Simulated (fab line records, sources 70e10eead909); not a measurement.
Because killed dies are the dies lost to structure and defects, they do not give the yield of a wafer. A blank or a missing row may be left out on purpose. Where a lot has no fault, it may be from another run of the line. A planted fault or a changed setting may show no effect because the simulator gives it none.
fab line records | flow nandHarc
record lots=6 | wafers=18 | lastDay=34
route steps=1302 shown P_ZERO_WELL@36
lots untouched by any fault: they come from a run of this same line in which no faults occurred
startH: hours from the record's opening day to when the first of the lot's shown wafers began | waitH: hours from the lot's prior step to this one | " the same as in the row above | L1.1+2: a single row standing in for several wafers | - no value, or no start was given | * or withheld: withheld | < > ~ a bound
route shown NAME@n: a module of which the file shows steps, and the number in the route of the first | usual: mean/standard deviation taken from wafers without a fault | same: alike in all rows | chamber/n: place in a boat | sites: per-site readings | _std_site: standard deviation of those values | _edge_site: the outer-site mean with the inner-site mean subtracted | radiusMm: how far each site lies from the wafer's centre | mask NAME#n: copy n | behind: the tool/chamber that last shaped the wafer | hold: why the lot went on hold/how many hours it stayed there/how the hold came to an end | device: which transistor (n, p or np) failed to switch | end of line: the same wafers' tests at the end of the route | a step with no rows: only its recipe | killed: the dies lost at the first sort to structure and to defects; this is not the yield of the wafer | map: shows each die of a wafer: x if killed, . if not, _ if none is there
set.NAME: the run value of the setting; set.NAME@STEP: its run value at that earlier step | model.NAME: the simulator's own value behind a step, which no gauge read
certain route steps with their lots: each step a table, each wafer a row
services: a tool's chamber out of use, with start hour (startH, from the record's first day; less than 0 if before it), hours out, and reason
## steps
# step NHARC_P_ZERO_WELL_DEHYDRATE_29
# recipe tempC=150 | timeS=120
# step NHARC_P_ZERO_WELL_HMDS_30
# recipe timeS=30
# step NHARC_P_ZERO_WELL_COAT_31
# recipe spinRpm=withheld
# step NHARC_P_ZERO_WELL_SOFTBAKE_32
# recipe tempC=122 | timeS=95
# step NHARC_P_ZERO_WELL_EBR_33
# step NHARC_P_ZERO_WELL_EXPOSE_34
# recipe na=0.6 | targetCdNm=720 | doseMj=22.31 | maskId=P_PWELL
# step NHARC_P_ZERO_WELL_PEB_35
# recipe pebTempC=118 | pebTimeS=85
# step NHARC_P_ZERO_WELL_DEVELOP_36
# recipe timeS=70
# step NHARC_P_ZERO_WELL_CD_MEAS_37
# recipe targetCdNm=720 | landingEnergyEv=500
# usual cdNm=721.7/2.1
lot.wafer | tool     | chamber | startH | waitH | cdNm
L380.4    | cdSem-02 | 0       | 54.10  | -     | 720.3
L380.5    | "        | 0       | "      | "     | 719.4
L380.6    | "        | 0       | "      | "     | 720.6
L384.3    | cdSem-03 | 0       | 93.85  | -     | 720.2
L384.5    | "        | 0       | "      | "     | 718.8
L384.6    | "        | 0       | "      | "     | 723.3
L385.2    | cdSem-03 | 0       | 104.11 | -     | 724.0
L385.4    | "        | 0       | "      | "     | 723.8
L385.6    | "        | 0       | "      | "     | 725.3
L392.4    | cdSem-03 | 0       | 174.66 | -     | 718.8
L392.5    | "        | 0       | "      | "     | 721.5
L392.6    | "        | 0       | "      | "     | 718.3
L393.1    | cdSem-02 | 0       | 184.30 | -     | 724.7
L393.2    | "        | 0       | "      | "     | 723.9
L393.4    | "        | 0       | "      | "     | 722.2
L400.1    | cdSem-03 | 0       | 254.41 | -     | 723.7
L400.2    | "        | 0       | "      | "     | 723.6
L400.5    | "        | 0       | "      | "     | 723.7
# step NHARC_P_ZERO_WELL_HARDBAKE_38
# recipe tempC=125 | timeS=80
# step NHARC_P_ZERO_WELL_DESCUM_39
# recipe timeS=3 | o2FlowSccm=200 | arFlowSccm=0 | biasPowerW=0 | chemistry=O2
# usual chamberPressureMTorr=59.98/0.29 | drypumpMotorCurrentA=5.9/0.34 | oesProductAu=1.004/0.011 | rfVppV=57.7/0.95 | showerheadPlenumPTorr=1.87/0.092 | throttleValvePct=11.312/0.0091
# same biasPowerW=0
lot.wafer | tool       | chamber | startH | waitH | chamberPressureMTorr | drypumpMotorCurrentA | oesProductAu | rfHoursCounterH | rfVppV | showerheadPlenumPTorr | throttleValvePct
L380.4    | rieDiel-13 | 3       | 54.25  | -     | 60.04                | 5.9                  | 1.011        | 14              | 57.3   | 1.82                  | 11.299
L380.6    | "          | 3       | "      | "     | 60.03                | 5.9                  | 1.019        | -               | 56.7   | 1.82                  | 11.317
L380.5    | "          | 0       | "      | "     | 60.01                | 5.6                  | 0.993        | -               | 57.1   | 1.84                  | 11.307
L384.3    | rieDiel-05 | 0       | 94.04  | -     | 59.94                | 5.6                  | 1.001        | 12              | 57.8   | 1.80                  | 11.300
L384.6    | "          | 1       | "      | "     | 59.95                | 6.1                  | 0.996        | -               | 56.7   | 1.79                  | 11.319
L384.5    | "          | 2       | "      | "     | 59.85                | 5.8                  | 1.016        | -               | 57.2   | 1.90                  | 11.318
L385.2    | rieDiel-05 | 0       | 104.29 | -     | 60.00                | 5.6                  | 1.001        | 15              | 56.6   | 1.79                  | 11.320
L385.4    | "          | 1       | "      | "     | 60.08                | 6.2                  | 0.992        | 19              | 56.1   | 1.78                  | 11.326
L385.6    | "          | 2       | "      | "     | 60.09                | 5.8                  | 1.007        | -               | 57.1   | 1.90                  | 11.303
L392.4    | rieDiel-13 | 1       | 174.85 | -     | 60.05                | 6.6                  | 1.013        | 0               | 59.5   | 2.06                  | 11.314
L392.6    | "          | 2       | "      | "     | 59.94                | 5.7                  | 1.009        | -               | 59.9   | 2.08                  | 11.307
L392.5    | "          | 3       | "      | "     | 60.14                | 5.9                  | 1.019        | -               | 58.3   | 1.81                  | 11.306
L393.2    | rieDiel-08 | 3       | 184.48 | -     | 60.07                | 5.2                  | 0.996        | 50              | 58.7   | 1.94                  | 11.310
L393.4    | "          | 0       | "      | "     | 59.97                | 5.9                  | 1.020        | 52              | 57.7   | 1.90                  | 11.320
L393.1    | "          | 1       | "      | "     | 59.99                | 6.3                  | 1.004        | 56              | 56.8   | 1.77                  | 11.311
L400.1    | rieDiel-08 | 3       | 255.01 | -     | 60.07                | 5.2                  | 1.009        | 23              | 57.8   | 1.93                  | 11.304
L400.2    | "          | 0       | "      | "     | 59.98                | 5.9                  | 1.010        | 20              | 58.0   | 1.89                  | 11.309
L400.5    | "          | 3       | "      | "     | 59.98                | 5.2                  | 1.001        | -               | 58.5   | 1.93                  | 11.303
# step NHARC_P_ZERO_WELL_IMPLANT_40
# recipe energyKev=300 | doseCm2=1e+13 | tiltDeg=7
# step NHARC_P_ZERO_WELL_IMPLANT_59
# recipe energyKev=120 | doseCm2=5e+12 | tiltDeg=7
# usual beamEnergyKeV=119.99/0.04 | beamOnS=10.00/0.19
lot.wafer | tool         | chamber | startH | waitH | beamEnergyKeV | beamOnS
L380.4    | implanter-02 | 0       | 54.66  | 0.1   | 120.00        | 10.08
L380.5    | "            | 0       | "      | "     | 119.89        | 10.36
L380.6    | "            | 0       | "      | "     | 119.97        | 10.08
L384.3    | implanter-01 | 0       | 94.39  | 0.2   | 120.06        | 9.58
L384.5    | "            | 0       | "      | "     | 120.03        | 9.80
L384.6    | "            | 0       | "      | "     | 120.02        | 9.94
L385.2    | implanter-02 | 0       | 104.63 | 0.2   | 119.93        | 9.89
L385.4    | "            | 0       | "      | "     | 120.01        | 10.32
L385.6    | "            | 0       | "      | "     | 119.97        | 10.18
L392.4    | implanter-01 | -       | 175.23 | 0.2   | -             | -
L392.5    | "            | -       | "      | "     | -             | -
L392.6    | "            | -       | "      | "     | -             | -
L393.1    | implanter-02 | -       | 184.79 | 0.2   | -             | -
L393.2    | "            | -       | "      | "     | -             | -
L393.4    | "            | -       | "      | "     | -             | -
L400.1    | implanter-02 | 0       | 255.33 | 0.1   | 119.95        | 10.32
L400.2    | "            | 0       | "      | "     | 119.91        | 9.58
L400.5    | "            | 0       | "      | "     | 119.93        | 9.96
# step NHARC_P_ZERO_WELL_IMPLANT_60
# recipe energyKev=30 | doseCm2=2e+12 | tiltDeg=7
## services
tool         | chamber | startH | hours | kind
rieDiel-05   | 0       | 32.72  | -     | clean
rieDiel-05   | 1       | 32.72  | -     | clean
rieDiel-05   | 2       | 32.72  | -     | clean
rieDiel-05   | 3       | 32.72  | -     | clean
rieDiel-13   | 0       | 46.10  | -     | clean
rieDiel-13   | 1       | 46.10  | -     | clean
rieDiel-13   | 2       | 46.10  | -     | clean
implanter-01 | -       | 48.45  | 7.2   | repair
rieDiel-05   | 0       | 52.76  | 2.9   | repair
rieDiel-05   | -       | 53.43  | 9.0   | pm
rieDiel-05   | 2       | 73.44  | 9.6   | repair
implanter-02 | -       | 88.10  | 2.0   | repair
rieDiel-13   | 3       | 103.38 | 21.3  | repair
rieDiel-05   | 1       | 114.36 | 29.7  | repair
rieDiel-13   | -       | 123.81 | 2.3   | repair
rieDiel-05   | 3       | 124.12 | 2.1   | repair
rieDiel-08   | -       | 143.67 | 0.3   | repair
rieDiel-05   | 3       | 144.93 | 132.0 | repair
implanter-02 | -       | 146.43 | 13.0  | pm
rieDiel-13   | -       | 165.10 | 9.0   | pm
rieDiel-08   | -       | 190.80 | 9.0   | pm
implanter-02 | -       | 193.78 | 2.9   | repair
rieDiel-08   | 1       | 209.43 | 16.6  | repair
rieDiel-05   | -       | 230.60 | 9.0   | pm
## key
firstSign step=NHARC_P_ZERO_WELL_IMPLANT_59 | reading=toolRecord | direction=missing
effect none on later readings
metAt NHARC_P_ZERO_WELL_IMPLANT_59
struckWafers L392.4,L392.5,L392.6,L393.1,L393.2,L393.4
laterRowsLeftOut L392.4,L392.5,L392.6,L393.1,L393.2,L393.4
sortLeftOut L392.4,L392.5,L392.6,L393.1,L393.2,L393.4
testerLeftOut L392,L393
onsetBetween 104.63 175.23
fault kind=skippedStepWhole | tool=implanter-01,implanter-02 | chamber=- | onsetH=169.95 | steps=NHARC_P_ZERO_WELL_IMPLANT_59 | scope=struckLotsOnly
# testerLeftOut: of these lots the tester's yield and bins aren't shown, on N5 and GAA mostly nor the transistor test; their killed dies are dies lost to structure and defects alone, not to doping, threshold or leakage, so they don't give the yield
# sortLeftOut: the simulated sort isn't trusted on such a fault, so these wafers' sort isn't shown, and their yield isn't known
# laterRowsLeftOut: the simulator's readings of these wafers behind a module that went badly wrong aren't trusted and aren't shown, but for the sort
